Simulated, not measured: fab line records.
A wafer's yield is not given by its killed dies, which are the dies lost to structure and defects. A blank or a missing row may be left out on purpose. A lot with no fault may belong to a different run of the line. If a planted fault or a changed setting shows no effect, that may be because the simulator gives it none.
Matching of chambers | flow nand_harc | NHARC_A_SGD_CUT_DESCUM_14 on rie_diel-01: 4 sister chambers
The step chemistry O2, time 3 s. 4 wafers are shown with their chamber, then 12 later ones without.

== WAFERS WITH THEIR CHAMBER ==
wafer  | chamber | drypump_motor_current_A (A)
L089.1 | 2       | 5.6
L089.6 | 3       | 6.2
L091.5 | 0       | 5.6
L091.6 | 1       | 5.4

== WAFERS WITH NO CHAMBER GIVEN ==
wafer  | drypump_motor_current_A (A)
L091.1 | 6.2
L091.2 | 5.6
L091.4 | 5.4
L093.2 | 5.6
L093.4 | 5.4
L093.6 | 5.6
L096.1 | 6.3
L096.3 | 5.6
L096.5 | 5.6
L097.1 | 5.6
L097.2 | 5.6
L097.3 | 6.3

== THE CHAMBER EACH PASSED THROUGH ==
wafer  | from the rows above     | in truth
L091.1 | 3                       | 3
L091.2 | can't be placed: 0 or 2 | 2
L091.4 | 1                       | 1
L093.2 | can't be placed: 0 or 2 | 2
L093.4 | 1                       | 1
L093.6 | can't be placed: 0 or 2 | 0
L096.1 | 3                       | 3
L096.3 | can't be placed: 0 or 2 | 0
L096.5 | can't be placed: 0 or 2 | 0
L097.1 | can't be placed: 0 or 2 | 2
L097.2 | can't be placed: 0 or 2 | 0
L097.3 | 3                       | 3
Placed correctly: 5 of 12. From these rows, 7 cannot be placed; in 7 the true chamber is one of the candidates. Placed wrongly: 0.
How it was worked out, from the rows above alone: a wafer's distance from a chamber is the root of the sum, over the readings, of the square of ((its reading less the chamber's mean) divided by the reading's scatter). The wafer belongs to the nearest chamber; if the next one is less than 2 further off, it can't be placed. Each chamber's mean is taken over the wafers shown for it. The scatter: with one shown wafer a chamber, the root of the mean of the squares of how far each hidden wafer lies from its nearest shown one.
